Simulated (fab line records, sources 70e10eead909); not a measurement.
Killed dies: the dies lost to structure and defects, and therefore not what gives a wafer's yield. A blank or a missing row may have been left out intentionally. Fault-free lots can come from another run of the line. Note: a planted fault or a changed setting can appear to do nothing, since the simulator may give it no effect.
fab line records	flow nandHarc
[record] lots = 6	wafers = 18	lastDay = 25
route steps=1159 shown P_BONDPAD@364
lots untouched by any fault: they come from a run of this same line in which no faults occurred
startH: hours from the record's opening day to when the first of the lot's shown wafers began	waitH: time in hours since the lot's previous step	" as in the row above	L1.1+2: a single row standing in for several wafers	- value missing, or start not given	* or withheld: withheld	< > ~ a bound
route shown NAME@n: a module of which the file shows steps, and the number in the route of the first	usual: mean and standard deviation over wafers with no fault	same: alike in all rows	chamber/n: place in a boat	sites: each site's reading	_std_site: the standard deviation of these	_edge_site: mean of outer sites minus mean of inner sites	radiusMm: for every site, how far away it sits from the centre of the wafer	mask NAME#n: copy n	behind: tool/chamber where the wafer was last shaped	hold: why the lot went on hold/how many hours it stayed there/how the hold came to an end	device: whichever transistor did not switch (one of n, p or np)	end of line: tests run on the same wafers once the route is complete	a step without rows: its recipe alone	killed: not the wafer's yield, but the dies lost to structure and defects at the first sort	map: per-die view of a wafer (x killed, . not killed, _ where there is no die)
set.NAME: the setting the step ran with; set.NAME@STEP: the setting that earlier step ran with	model.NAME: the simulator's own value behind a step, which no gauge read
certain route steps with their lots: each step a table, each wafer a row
services: when a tool's chamber went out of use (startH, in hours from the record's first day, below 0 if earlier), for how many hours, and the reason
[[steps]]
[step NHARC_P_BONDPAD_CD_MEAS_09]
[recipe] targetCdNm = 500	landingEnergyEv = 500
[usual] cdNm = 499.7/2.4
lot.wafer	tool	chamber	startH	waitH	cdNm
L118.3	cdSem-02	0	150.67	-	494.4
L118.4	"	0	"	"	503.2
L118.5	"	0	"	"	496.9
L123.3	cdSem-02	0	182.88	-	501.8
L123.4	"	0	"	"	499.9
L123.6	"	0	"	"	495.3
L129.3	cdSem-02	0	225.48	-	502.5
L129.5	"	0	"	"	502.6
L129.6	"	0	"	"	497.6
L131.2	cdSem-01	0	232.32	-	502.2
L131.4	"	0	"	"	497.2
L131.6	"	0	"	"	500.0
L135.2	cdSem-02	0	241.80	-	499.8
L135.4	"	0	"	"	496.0
L135.5	"	0	"	"	502.4
L138.2	cdSem-03	0	268.63	-	501.4
L138.5	"	0	"	"	503.3
L138.6	"	0	"	"	501.0
[step NHARC_P_BONDPAD_OVL_MEAS_38]
[usual] overlayXNm = -2/6.7	overlayYNm = -1/5.7
lot.wafer	tool	chamber	startH	waitH	overlayXNm	overlayYNm
L118.3	overlay-01	-	150.75	-	-3	-6
L118.4	"	-	"	"	-4	-6
L118.5	"	-	"	"	-4	-7
L123.3	overlay-01	-	182.97	-	-9	-2
L123.4	"	-	"	"	-9	-2
L123.6	"	-	"	"	-8	-2
L129.3	overlay-02	-	225.57	-	-3	12
L129.5	"	-	"	"	-3	12
L129.6	"	-	"	"	-2	11
L131.2	overlay-02	-	232.41	-	-1	-8
L131.4	"	-	"	"	-1	-8
L131.6	"	-	"	"	-1	-8
L135.2	overlay-01	-	241.88	-	-1	-8
L135.4	"	-	"	"	-2	-7
L135.5	"	-	"	"	-1	-7
L138.2	overlay-01	-	268.72	-	-2	3
L138.5	"	-	"	"	-2	3
L138.6	"	-	"	"	-2	4
[step NHARC_P_BONDPAD_HARDBAKE_10]
[recipe] tempC = 118	timeS = 65
[step NHARC_P_BONDPAD_DESCUM_11]
[recipe] timeS = 3	o2FlowSccm = 200	arFlowSccm = 0	biasPowerW = 0	chemistry = O2
[step NHARC_P_BONDPAD_ETCH_37]
[recipe] targetDepthA = 600	overetchA = 180	timeS = 65.91	ionEnergyEv = 200	n2FlowSccm = 150	h2FlowSccm = 150	arFlowSccm = 0	rfW = 400	biasW = 150	chemistry = N2/H2
[usual] drypumpMotorCurrentA = 5.7/0.5	n2FlowSccm = 150.0/0.46	oesProductAu = 1.000/0.014	rfVppV = 430.2/2.6	showerheadPlenumPTorr = 2.03/0.09	throttleValvePct = 14.172/0.0086
lot.wafer	tool	chamber	startH	waitH	drypumpMotorCurrentA	n2FlowSccm	oesProductAu	rfHoursCounterH	rfVppV	showerheadPlenumPTorr	throttleValvePct
L118.3	rieDiel-11	0	150.96	0.1	5.8	150.3	1.003	12	432.4	2.11	14.169
L118.4	"	3	"	"	5.0	150.0	1.003	10	425.0	1.90	14.169
L118.5	"	0	"	"	5.8	150.5	1.003	-	433.0	2.11	14.156
L123.4	rieDiel-11	3	183.18	0.1	5.1	150.0	0.996	12	426.8	1.90	14.172
L123.3	"	0	"	"	5.8	150.1	0.999	14	432.6	2.11	14.171
L123.6	"	3	"	"	5.0	150.3	1.011	-	425.6	1.90	14.188
L129.3	rieDiel-01	1	225.99	0.3	5.0	150.1	1.021	34	430.6	2.00	14.159
L129.5	"	0	"	"	5.8	149.5	0.981	-	431.4	2.12	14.164
L129.6	"	1	"	"	5.0	149.3	1.010	-	430.0	2.00	14.175
L131.2	rieDiel-11	3	232.62	0.1	5.0	149.5	1.001	4	426.2	1.89	14.178
L131.4	"	2	"	"	5.2	149.4	0.999	4	429.5	2.00	14.166
L131.6	"	0	"	"	5.8	150.4	1.004	-	430.2	2.10	14.173
L135.4	rieDiel-11	1	242.09	0.1	6.4	149.5	0.996	6	432.5	2.10	14.168
L135.2	"	3	"	"	5.0	150.2	1.007	5	426.9	1.89	14.187
L135.5	"	1	"	"	6.4	150.0	1.004	-	432.5	2.10	14.176
L138.2	rieDiel-11	1	268.94	0.1	6.4	149.7	1.010	8	432.7	2.10	14.159
L138.6	"	0	"	"	5.8	149.6	1.004	-	433.0	2.10	14.157
L138.5	"	1	"	"	6.4	149.6	1.008	-	432.5	2.10	14.171
[step NHARC_P_BONDPAD_ETCH_12]
[recipe] targetDepthA = 2000	timeS = 100	chf3FlowSccm = 50	o2FlowSccm = 10	arFlowSccm = 200	rfW = 500	biasW = 200	chemistry = CHF3/O2
[usual] drypumpMotorCurrentA = 5.7/0.51	oesProductAu = 0.939/0.023	rfVppV = 370.3/2.4	showerheadPlenumPTorr = 2.39/0.099	throttleValvePct = 20.573/0.009
lot.wafer	tool	chamber	startH	waitH	drypumpMotorCurrentA	oesProductAu	rfHoursCounterH	rfVppV	showerheadPlenumPTorr	throttleValvePct
L118.3	rieDiel-11	0	-	-	5.8	0.915	12	371.3	2.48	20.564
L118.4	"	2	"	"	5.2	0.909	11	370.0	2.36	20.555
L118.5	"	0	"	"	5.9	0.915	-	372.9	2.48	20.575
L123.3	rieDiel-11	0	-	-	5.8	0.932	14	372.7	2.47	20.578
L123.4	"	1	"	"	6.3	0.949	13	371.0	2.47	20.577
L123.6	"	2	"	"	5.3	0.910	-	368.9	2.36	20.574
L129.3	rieDiel-01	2	-	-	5.1	0.952	33	371.9	2.47	20.580
L129.5	"	2	"	"	5.2	0.950	-	373.1	2.47	20.579
L129.6	"	3	"	"	6.6	0.938	-	372.4	2.51	20.563
L131.2	rieDiel-11	0	-	-	5.8	0.935	4	372.2	2.47	20.581
L131.4	"	2	"	"	5.2	0.926	4	369.5	2.36	20.578
L131.6	"	0	"	"	5.8	0.925	-	372.1	2.47	20.577
L135.2	rieDiel-11	0	-	-	5.9	0.992	6	370.5	2.47	20.555
L135.4	"	2	"	"	5.3	0.974	5	370.0	2.36	20.583
L135.5	"	0	"	"	5.9	0.986	-	372.6	2.47	20.568
L138.2	rieDiel-11	2	-	-	5.3	0.916	8	368.5	2.36	20.581
L138.5	"	3	"	"	5.0	0.929	-	367.7	2.24	20.578
L138.6	"	0	"	"	5.9	0.930	-	372.8	2.47	20.579
[step NHARC_P_BONDPAD_CD_MEAS_13]
[usual] cdNm = 499.0/2.5
lot.wafer	tool	chamber	startH	waitH	cdNm
L118.3	cdSem-02	-	151.19	-	491.7
L118.4	"	-	"	"	502.9
L118.5	"	-	"	"	494.0
L123.3	cdSem-03	-	183.42	-	499.3
L123.4	"	-	"	"	499.2
L123.6	"	-	"	"	495.6
L129.3	cdSem-02	-	226.23	-	503.3
L129.5	"	-	"	"	502.0
L129.6	"	-	"	"	497.4
L131.2	cdSem-03	-	232.86	-	500.3
L131.4	"	-	"	"	495.1
L131.6	"	-	"	"	498.8
L135.2	cdSem-02	-	242.32	-	499.6
L135.4	"	-	"	"	494.8
L135.5	"	-	"	"	502.0
L138.2	cdSem-02	-	269.16	-	502.7
L138.5	"	-	"	"	503.8
L138.6	"	-	"	"	499.6
[step NHARC_P_BONDPAD_STRIP_15]
[recipe] o2FlowSccm = 500	arFlowSccm = 0	biasW = 0	chemistry = O2
[step NHARC_P_BONDPAD_ETCH_24]
[recipe] targetDepthA = 300	overEtchFrac = 0.3	timeS = 72.99	ionEnergyEv = 150	cf4FlowSccm = 50	n2FlowSccm = 100	arFlowSccm = 150	rfW = 300	biasW = 100	chemistry = CF4/N2
[usual] cf4FlowSccm = 49.97/0.16	drypumpMotorCurrentA = 5.7/0.53	n2FlowSccm = 100.0/0.31	oesProductAu = 0.998/0.013	rfVppV = 314.2/1.9	showerheadPlenumPTorr = 2.62/0.11	throttleValvePct = 19.795/0.0095
lot.wafer	tool	chamber	startH	waitH	cf4FlowSccm	drypumpMotorCurrentA	n2FlowSccm	oesProductAu	rfHoursCounterH	rfVppV	showerheadPlenumPTorr	throttleValvePct
L118.4	rieDiel-11	3	-	-	49.90	5.1	100.2	0.999	10	311.7	2.46	19.783
L118.3	"	1	"	"	50.13	6.4	100.0	1.005	12	314.8	2.70	19.793
L118.5	"	2	"	"	49.78	5.3	99.7	0.983	-	312.7	2.58	19.798
L123.4	rieDiel-11	2	-	-	50.02	5.3	100.3	0.982	13	313.9	2.58	19.781
L123.3	"	3	"	"	49.96	5.1	100.1	0.991	12	309.9	2.46	19.782
L123.6	"	2	"	"	50.09	5.3	100.3	0.975	-	312.8	2.58	19.795
L129.3	rieDiel-11	0	-	-	49.74	5.8	99.8	1.003	4	314.6	2.70	19.798
L129.5	"	2	"	"	49.72	5.2	99.9	0.991	-	313.3	2.58	19.794
L129.6	"	3	"	"	49.88	5.0	99.9	1.000	-	312.7	2.45	19.790
L131.4	rieDiel-11	2	-	-	49.88	5.3	100.0	0.996	4	313.1	2.58	19.769
L131.2	"	3	"	"	49.81	5.0	99.5	0.991	4	312.5	2.45	19.789
L131.6	"	2	"	"	49.94	5.3	100.6	1.000	-	314.8	2.58	19.789
L135.4	rieDiel-11	0	-	-	49.97	5.8	100.3	1.016	6	315.7	2.70	19.804
L135.2	"	2	"	"	50.02	5.3	99.9	1.002	5	313.2	2.58	19.791
L135.5	"	0	"	"	50.11	5.8	99.9	1.000	-	316.9	2.70	19.801
L138.2	rieDiel-01	2	-	-	50.18	5.2	99.9	0.996	53	314.5	2.69	19.795
L138.6	"	2	"	"	50.07	5.2	100.3	0.999	-	315.9	2.69	19.789
L138.5	"	3	"	"	50.10	6.6	100.0	0.993	-	316.1	2.74	19.804
[step NHARC_P_BONDPAD_STRIP_16]
[recipe] timeS = 600	tempC = 30	chemistry = postEtchResidueRemover
[step NHARC_P_BONDPAD_DEGAS_25]
[recipe] tempC = 300	timeS = 60
[usual] heaterPowerW = 467/56
lot.wafer	tool	chamber	startH	waitH	heaterPowerW
L118.3	pvdSputter-02	-	151.82	-	421
L118.4	"	-	"	"	504
L118.5	"	-	"	"	434
L123.3	pvdSputter-03	-	184.04	-	387
L123.4	"	-	"	"	483
L123.6	"	-	"	"	420
L129.3	pvdSputter-03	-	226.87	-	507
L129.5	"	-	"	"	392
L129.6	"	-	"	"	466
L131.2	pvdSputter-03	-	233.51	-	392
L131.4	"	-	"	"	479
L131.6	"	-	"	"	407
L135.2	pvdSputter-02	-	242.96	-	562
L135.4	"	-	"	"	466
L135.5	"	-	"	"	442
L138.2	pvdSputter-02	-	270.24	-	475
L138.6	"	-	"	"	570
L138.5	"	-	"	"	467
[step NHARC_P_BONDPAD_PRE_CLEAN_26]
[recipe] timeS = 30	tempC = 280	gas = H2/He
[usual] heaterPowerW = 411/49
lot.wafer	tool	chamber	startH	waitH	heaterPowerW
L118.4	pvdSputter-02	-	-	-	448
L118.3	"	-	"	"	372
L118.5	"	-	"	"	423
L123.4	pvdSputter-03	-	-	-	419
L123.3	"	-	"	"	343
L123.6	"	-	"	"	436
L129.3	pvdSputter-03	-	-	-	434
L129.6	"	-	"	"	360
L129.5	"	-	"	"	332
L131.2	pvdSputter-03	-	-	-	340
L131.4	"	-	"	"	423
L131.6	"	-	"	"	342
L135.2	pvdSputter-02	-	-	-	535
L135.4	"	-	"	"	388
L135.5	"	-	"	"	497
L138.2	pvdSputter-02	-	-	-	414
L138.6	"	-	"	"	383
L138.5	"	-	"	"	372
[step NHARC_P_BONDPAD_PVD_17]
[recipe] targetThkA = 50	biasV = 168.6	powerW = 15000	chamberPressurePa = 0.12	timeS = 8.06	substrateTempC = 50	material = TaN
[usual] cathodeDcPowerW = 15000/2.4	throttleValvePct = 29.9/0.84
lot.wafer	tool	chamber	startH	waitH	cathodeDcPowerW	throttleValvePct
L118.3	pvdSputter-02	-	151.94	-	15000	30.1
L118.4	"	-	"	"	15004	29.3
L118.5	"	-	"	"	15000	29.6
L123.3	pvdSputter-03	-	184.16	-	15000	31.2
L123.4	"	-	"	"	14998	30.2
L123.6	"	-	"	"	15002	29.3
L129.3	pvdSputter-03	-	227.02	-	16304	29.1
L129.5	"	-	"	"	16300	31.1
L129.6	"	-	"	"	16299	30.0
L131.2	pvdSputter-03	-	233.62	-	16301	28.9
L131.4	"	-	"	"	16299	30.0
L131.6	"	-	"	"	16304	31.1
L135.4	pvdSputter-02	-	243.07	-	15005	29.4
L135.2	"	-	"	"	15000	29.5
L135.5	"	-	"	"	15001	29.1
L138.2	pvdSputter-02	-	270.34	-	15003	29.2
L138.5	"	-	"	"	14999	29.2
L138.6	"	-	"	"	14996	29.3
[step NHARC_P_BONDPAD_PVD_27]
[recipe] targetThkA = 300	chamberPressurePa = 5	powerW = 5000	substrateTempC = 30	timeS = 20.49	material = Cu
[[services]]
tool	chamber	startH	hours	kind
rieDiel-01	1	132.81	3.8	repair
rieDiel-01	-	137.80	9.0	pm
rieDiel-11	0	144.00	-	clean
rieDiel-11	1	144.00	-	clean
rieDiel-11	2	144.00	-	clean
rieDiel-11	3	144.00	-	clean
pvdSputter-02	-	167.76	0.7	repair
rieDiel-11	0	168.50	-	clean
rieDiel-11	1	168.50	-	clean
rieDiel-11	2	168.50	-	clean
rieDiel-11	3	168.50	-	clean
rieDiel-11	-	189.53	9.0	pm
rieDiel-11	0	189.53	9.0	ventCycle
rieDiel-11	1	189.53	9.0	ventCycle
rieDiel-11	2	189.53	9.0	ventCycle
rieDiel-11	3	189.53	9.0	ventCycle
rieDiel-11	0	198.53	-	clean
rieDiel-11	1	198.53	-	clean
rieDiel-11	2	198.53	-	clean
rieDiel-11	3	198.53	-	clean
pvdSputter-02	-	214.00	10.0	pm
rieDiel-11	0	223.03	-	clean
rieDiel-11	1	223.03	-	clean
rieDiel-11	2	223.03	-	clean
[[key]]
[firstSign] step = NHARC_P_BONDPAD_PVD_17	reading = cathodeDcPowerW	direction = up	sigmas = 99+	usual = *	struck = *
effect none on later readings
metAt NHARC_P_BONDPAD_PVD_17
struckWafers L129.3,L129.5,L129.6,L131.2,L131.4,L131.6
onsetBetween 184.16 227.02
[fault] kind = processParameterDrift	tool = pvdSputter-03	chamber = -	onsetH = 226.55	steps = NHARC_P_BONDPAD_PVD_17	channel = powerW	offset = *	shape = step	endH = 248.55	actsIn = *	stated = *
